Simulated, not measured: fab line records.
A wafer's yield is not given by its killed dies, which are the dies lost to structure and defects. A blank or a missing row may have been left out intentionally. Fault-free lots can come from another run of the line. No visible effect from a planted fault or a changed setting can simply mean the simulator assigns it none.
Matching of chambers	flow n5-finfet	4 sister chambers for N5_BEOL_M10_ALD_74 on ald-metal-03
The step deposits TaN, target thk 2 nm, pulse time 2 s, purge time 3 s. 8 wafers are shown with their chamber, then 9 later ones without.

== EACH WAFER AND ITS CHAMBER ==
wafer	chamber	heater-power-w (W)	mfc-carrier-sccm (sccm)
L085.3	2	346	1499
L086.4	0	343	1506
L086.5	3	422	1499
L087.5	0	352	1498
L087.6	1	401	1498
L089.2	1	399	1505
L089.4	3	433	1498
L089.5	2	344	1496

== WAFERS WHOSE CHAMBER IS MISSING ==
wafer	heater-power-w (W)	mfc-carrier-sccm (sccm)
L093.4	420	1493
L093.5	343	1499
L093.6	399	1503
L095.1	421	1497
L095.3	354	1503
L095.6	399	1497
L094.2	353	1495
L094.4	334	1499
L094.5	335	1502

== WHICH CHAMBER EACH ONE RAN IN ==
wafer	from the rows above	in truth
L093.4	3	3
L093.5	can't be placed: 2 or 0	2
L093.6	1	1
L095.1	3	3
L095.3	can't be placed: 0 or 2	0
L095.6	1	1
L094.2	can't be placed: 2 or 0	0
L094.4	can't be placed: 2 or 0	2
L094.5	can't be placed: 2 or 0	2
Placed correctly: 4 of 9. Not placeable from these rows: 5 (in 5, the candidates include the true chamber). 0 placed wrongly.
How it was worked out, from the rows above alone: a wafer's distance from a chamber is the root of the sum, over the readings, of the square of ((its reading less the chamber's mean) divided by the reading's scatter). The wafer belongs to the nearest chamber; if the next one is less than 2 further off, it can't be placed. A chamber's mean is the mean of its shown wafers. How the scatter is found: for the shown wafers, subtract from each reading the mean of its chamber, square and add these, divide the total by (wafers less chambers), then take the root.
